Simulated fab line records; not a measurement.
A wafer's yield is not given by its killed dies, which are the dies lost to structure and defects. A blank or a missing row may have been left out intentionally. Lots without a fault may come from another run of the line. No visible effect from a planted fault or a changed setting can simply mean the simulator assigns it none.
Code-filled problem report in 8D (eight disciplines) form / flow nand_harc / the parts of the form that need people (team, actions taken, sign-off) are left out

== 1. WHAT WENT WRONG ==
thk_nm at NHARC_P_M2_THK_MEAS_24 reads a mean of 150.4 nm on 1 wafer of 1 lot; wafers without a fault read 144.5 nm with a standard deviation of 1.2. That puts it +4.9 standard deviations away from the usual mean.
The step: measures by xrf.
First observed at day 12 16:28: wafer L340.1, on film_metro-01. The record has a number at this step for 39 wafers belonging to 13 lots. Rule for "out" (also "out of limits"): further than 4 standard deviations from the usual mean. All remaining wafers that have a number are taken as sound.

== 2. WHAT IT IS AND WHAT IT IS NOT ==
question=which readings at this step | is=thk_nm | is not=-
question=which lots | is=L340 | is not=L325, L327, L328, L329, L330, L331, L332, L333, L334, L335, L347, L348
question=which wafers of those lots | is=L340.1 | is not=L340.2, L340.6
question=read on which gauges | is=film_metro-01 | is not=film_metro-02
question=when | is=from day 12 16:28 | is not=up to then (32 sound wafers); but 6 sound wafers of L347, L348 came after

== 3. SUSPECTS, AND WHAT RULES EACH OUT ==
Counting: a tool at a process step up to the reading stays a suspect if it ran every lot that is out. Sound lots after the first of them don't rule it out here, since some wafers of a struck lot are sound.
- the gauge at NHARC_P_M2_THK_MEAS_24 has been ruled out. All the wafers that are out were read on film_metro-01, but those of them that NHARC_P_M2_INSPECT_27 has rows for are out there too, on other tools.
- rie_diel-12 at NHARC_P_M2_ETCH_35 (etches the open film in N2/H2, target depth 40 nm, overetch 12 nm, time 43.94 s): kept. It processed L340, the lot that is out, at day 12 14:09, and its most recent sound lot before then was L332 at day 9 01:48.
- rie_diel-13 at NHARC_P_M2_STRIP_18 (strips in N2/H2): kept. It processed L340, the lot that is out, at day 12 14:26, and its most recent sound lot before then was L335 at day 10 16:23.
- cmp-03 at NHARC_P_M2_CMP_23 (polishes, t overpolish 20 s, target thk 144.3 nm): kept. It processed L340, the lot that is out, at day 12 16:13, and its most recent sound lot before then was L334 at day 10 01:37.
- Within rie_diel-12 at NHARC_P_M2_ETCH_35: the wafers that are out ran in chamber 1; their sound lot-mates ran in chambers 0, 2.
- Within cmp-03 at NHARC_P_M2_CMP_23: the wafers that are out ran in chamber 0; their sound lot-mates ran in chambers 1, 3.
The count leaves rie_diel-12 at NHARC_P_M2_ETCH_35, rie_diel-13 at NHARC_P_M2_STRIP_18, and cmp-03 at NHARC_P_M2_CMP_23.

== 4. THE CAUSE (what the simulator had put in) ==
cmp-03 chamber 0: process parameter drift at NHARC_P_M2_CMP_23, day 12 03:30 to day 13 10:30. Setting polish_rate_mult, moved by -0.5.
Counting leaves 3 suspects; this tool is one of them.

== 5. THE EFFECT CHAIN, in route order ==
One row per reading whose mean, taken over the struck wafers that have a number, lies over 3 standard deviations from the usual. Scope: only readings with a usual standard deviation given in the record; hours: median across lots of the time from each lot's start at the first step in this table that gives one to its start at this step; sigmas: change in usual standard deviations.
hours=0; step=NHARC_P_M2_CMP_23; reading=time_to_endpoint_s; usual=29.7 s; on struck wafers=37.1; change=+7.4; sigmas=+3.2
hours=0; step=NHARC_P_M2_THK_MEAS_24; reading=thk_nm; usual=144.5 nm; on struck wafers=150.4; change=+5.9; sigmas=+4.9
hours=0; step=NHARC_P_M2_INSPECT_27; reading=raw_defect_count; usual=314; on struck wafers=4446; change=+4132; sigmas=+41
It contains these process steps:
- NHARC_P_M2_CMP_23: polishes, t overpolish 20 s, target thk 144.3 nm.

== 6. WHAT WOULD HAVE CAUGHT IT SOONER ==
Counted from the fault's start at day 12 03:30, it took 13 hours until the first out-of-limits reading at a measuring or inspecting step in this record, taken at day 12 16:28.
Tool readings at NHARC_P_M2_CMP_23 with a usual standard deviation given in the record: none out on any struck wafer, hence no alarm at a limit of 4 standard deviations on them.
By day 12 16:28 the whole set of lots that are out, 1 in number, had already begun NHARC_P_M2_CMP_23 on cmp-03. Had the tool been put on hold then, not one of them would have been saved.
